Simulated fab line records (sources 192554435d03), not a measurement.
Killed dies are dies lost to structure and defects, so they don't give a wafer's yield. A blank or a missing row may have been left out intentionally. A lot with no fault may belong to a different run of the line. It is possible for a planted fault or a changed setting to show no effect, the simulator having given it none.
Split-lot study / flow n5 finfet / 7 lots, 21 wafers read, on a route of 1938 steps

== SPLIT DETAILS ==
At N5_BEOL_M2_ETCH_70 (etches SOC in N2/H2, target depth 80 nm, overetch 24 nm, time 130 s), the setting bias w was moved away from the recipe's 150 W on 9 of the 21 wafers read, by -11.3% to +16.7%. All remaining wafers had this setting at the recipe value.

The reading comes from the split's own step.

== THE READING ==
rf vpp V, in V, at N5_BEOL_M2_ETCH_70 (etches SOC in N2/H2, target depth 80 nm, overetch 24 nm, time 130 s). On this fab line, fault-free wafers typically give 523.5 V with a standard deviation of 2.8 V.

wafer=L077.4; tool, chamber at the split=rie diel-04, 2; bias w as run, W=150; against the recipe=recipe; rf vpp V, V=522.8; against lot-mates on the recipe=-
wafer=L077.5; tool, chamber at the split=rie diel-04, 0; bias w as run, W=150; against the recipe=recipe; rf vpp V, V=528.2; against lot-mates on the recipe=-
wafer=L077.6; tool, chamber at the split=rie diel-04, 1; bias w as run, W=150; against the recipe=recipe; rf vpp V, V=527.6; against lot-mates on the recipe=-
wafer=L084.1; tool, chamber at the split=rie diel-02, 2; bias w as run, W=150; against the recipe=recipe; rf vpp V, V=521.2; against lot-mates on the recipe=-
wafer=L084.5; tool, chamber at the split=rie diel-02, 0; bias w as run, W=150; against the recipe=recipe; rf vpp V, V=522.1; against lot-mates on the recipe=-
wafer=L084.6; tool, chamber at the split=rie diel-02, 1; bias w as run, W=150; against the recipe=recipe; rf vpp V, V=523.2; against lot-mates on the recipe=-
wafer=L085.1; tool, chamber at the split=rie diel-02, 1; bias w as run, W=173; against the recipe=+15.3%; rf vpp V, V=574.2; against lot-mates on the recipe=+48.5
wafer=L085.3; tool, chamber at the split=rie diel-02, 0; bias w as run, W=173; against the recipe=+15.3%; rf vpp V, V=568.9; against lot-mates on the recipe=+43.2
wafer=L085.6; tool, chamber at the split=rie diel-02, 1; bias w as run, W=150; against the recipe=recipe; rf vpp V, V=525.7; against lot-mates on the recipe=-
wafer=L087.1; tool, chamber at the split=rie diel-05, 1; bias w as run, W=150; against the recipe=recipe; rf vpp V, V=525.4; against lot-mates on the recipe=-
wafer=L087.3; tool, chamber at the split=rie diel-05, 2; bias w as run, W=175; against the recipe=+16.7%; rf vpp V, V=570.1; against lot-mates on the recipe=+46.1
wafer=L087.5; tool, chamber at the split=rie diel-05, 3; bias w as run, W=150; against the recipe=recipe; rf vpp V, V=522.7; against lot-mates on the recipe=-
wafer=L091.1; tool, chamber at the split=rie diel-02, 0; bias w as run, W=171.5; against the recipe=+14.3%; rf vpp V, V=566.6; against lot-mates on the recipe=no lot-mate on the recipe
wafer=L091.2; tool, chamber at the split=rie diel-02, 1; bias w as run, W=171.5; against the recipe=+14.3%; rf vpp V, V=570.6; against lot-mates on the recipe=no lot-mate on the recipe
wafer=L091.4; tool, chamber at the split=rie diel-02, 1; bias w as run, W=171.5; against the recipe=+14.3%; rf vpp V, V=572.2; against lot-mates on the recipe=no lot-mate on the recipe
wafer=L090.1; tool, chamber at the split=rie diel-05, 3; bias w as run, W=150; against the recipe=recipe; rf vpp V, V=523.8; against lot-mates on the recipe=-
wafer=L090.2; tool, chamber at the split=rie diel-05, 2; bias w as run, W=133.1; against the recipe=-11.3%; rf vpp V, V=481.8; against lot-mates on the recipe=-42.0
wafer=L090.3; tool, chamber at the split=rie diel-05, 0; bias w as run, W=133.1; against the recipe=-11.3%; rf vpp V, V=486.1; against lot-mates on the recipe=-37.7
wafer=L093.2; tool, chamber at the split=rie diel-02, 2; bias w as run, W=150; against the recipe=recipe; rf vpp V, V=522.4; against lot-mates on the recipe=-
wafer=L093.3; tool, chamber at the split=rie diel-02, 0; bias w as run, W=150; against the recipe=recipe; rf vpp V, V=519.1; against lot-mates on the recipe=-
wafer=L093.4; tool, chamber at the split=rie diel-02, 3; bias w as run, W=163.4; against the recipe=+8.9%; rf vpp V, V=552.3; against lot-mates on the recipe=+31.5

THE FIT
A straight line over all 21 wafers: rf vpp V changes by +3.2 V for each +1% of bias w; r = +0.99; the points scatter about the line by 3.1 V.
The same after taking each lot's own level away (the mean of its wafers on the recipe; 18 wafers): +3.13 V for each +1%; r = +0.99; scatter 2.9 V.
That fit puts the effect of the largest move of bias w on the reading at 52 V.
Across the lots, their own levels run from 520.75 to 526.20 V, a range of 1.9 times the standard deviation given above.
Hence the lot-to-lot level has little effect on the slope; both slopes agree.
Check: +53.2 V against its lot-mates is what the line predicts for one of the wafers moved furthest among these (+16.7%) when that wafer is left out of the fit. Against them it came out at +46.1 V.
Tool readings at the split's step, against how far the setting was moved: rf vpp V r = +0.99.

== OTHER SPLITS ON THESE WAFERS ==
Before the reading, these wafers also passed through other splits. Each is held against what the fit with the lots' levels taken away leaves over:
other split on the same wafers=N5_BEOL_M2_COAT_62 spin rpm; wafers away from the commonest value=5; r with rf vpp V (lot level and that fit taken away)=-0.16
other split on the same wafers=N5_BEOL_M2_COAT_73 temp c; wafers away from the commonest value=8; r with rf vpp V (lot level and that fit taken away)=+0.24
other split on the same wafers=N5_BEOL_M2_ETCH_69 bias w; wafers away from the commonest value=3; r with rf vpp V (lot level and that fit taken away)=-0.33

== THE WHOLE CHAIN: every reading that the file lists as answering this split, in the file's order ==
step=N5_BEOL_M2_ETCH_70; what it does=etches SOC in N2/H2, target depth 80 nm, overetch 24 nm, time 130 s; reading=rf vpp V; change (the file's fit)=+3.06 V for each +1% of the setting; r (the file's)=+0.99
step=N5_BEOL_M2_ETCH_70; what it does=etches SOC in N2/H2, target depth 80 nm, overetch 24 nm, time 130 s; reading=SiARC_of_BEOL_M2_COAT_68.thk nm (the simulator's own value, which no gauge read); change (the file's fit)=-0.069 nm for each +1% of the setting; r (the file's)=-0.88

== THE FILE'S OWN FIT ==
rf vpp V changes by +3.06 V for each +1% of bias w, r = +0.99.
